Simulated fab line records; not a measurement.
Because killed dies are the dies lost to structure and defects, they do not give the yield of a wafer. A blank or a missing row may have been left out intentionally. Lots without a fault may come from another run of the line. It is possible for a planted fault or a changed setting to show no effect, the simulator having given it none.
Matching of chambers | flow nand-harc | NHARC_A_STAIRCASE_ALD_415 on ald-hk-01: 4 sister chambers
The step deposits SiO2, target thk 30 nm, pulse time 6 s, ald cycles 300. 18 wafers are shown with their chamber, then 9 later ones without.

== WAFERS PAIRED WITH THEIR CHAMBERS ==
wafer  | chamber | heater-power-w (W) | precursor-pulse-height-rel
L088.4 | 1       | 508                | 1.002
L088.5 | 2       | 500                | 1.016
L088.6 | 1       | 495                | 0.989
L088.1 | 3       | 445                | 1.011
L088.2 | 2       | 496                | 0.998
L088.3 | 0       | 478                | 0.996
L087.1 | 1       | 504                | 0.997
L087.4 | 0       | 482                | 0.998
L087.6 | 2       | 507                | 1.018
L087.2 | 3       | 443                | 1.011
L087.3 | 2       | 501                | 0.991
L087.5 | 1       | 512                | 0.990
L091.2 | 3       | 447                | 0.984
L091.5 | 1       | 509                | 1.010
L091.6 | 2       | 495                | 1.006
L094.1 | 1       | 513                | 0.995
L094.4 | 0       | 484                | 0.997
L094.5 | 1       | 505                | 1.005

SIGNATURES (means of the wafers above)
reading                    | chamber 0 | chamber 1 | chamber 2 | chamber 3 | scatter within a chamber
heater-power-w             | 481.33    | 506.57    | 499.80    | 445.00    | 4.92
precursor-pulse-height-rel | 0.99700   | 0.99829   | 1.00580   | 1.00200   | 0.00994
Rule: for a wafer and a chamber, the distance is found by dividing, reading by reading, the gap between the wafer's reading and the chamber's mean by the reading's scatter, squaring, summing and taking the root. The wafer belongs to the nearest chamber; if the next one is less than 2 further off, it can't be placed. The scatter: the root of (the sum of the squares of (reading less its chamber's mean) over the shown wafers, divided by (wafers less chambers)).

== WAFERS WITHOUT THEIR CHAMBER ==
wafer  | heater-power-w (W) | precursor-pulse-height-rel
L094.2 | 442                | 0.950
L094.3 | 488                | 1.006
L094.6 | 508                | 1.006
L093.3 | 465                | 1.014
L093.5 | 471                | 0.993
L093.6 | 451                | 1.001
L096.2 | 436                | 1.006
L096.3 | 505                | 1.043
L096.6 | 444                | 1.013

== THE CHAMBER EACH PASSED THROUGH ==
wafer  | from the rows above     | in truth
L094.2 | 3                       | 3
L094.3 | can't be placed: 0 or 2 | 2
L094.6 | can't be placed: 1 or 2 | 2
L093.3 | can't be placed: 0 or 3 | 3
L093.5 | 0                       | 0
L093.6 | 3                       | 3
L096.2 | 3                       | 3
L096.3 | can't be placed: 2 or 1 | 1
L096.6 | 3                       | 3
Correctly placed: 5 of 9. Cannot be placed on the basis of these rows: 4; the candidates contain the true chamber in 4. Placed wrongly: 0.
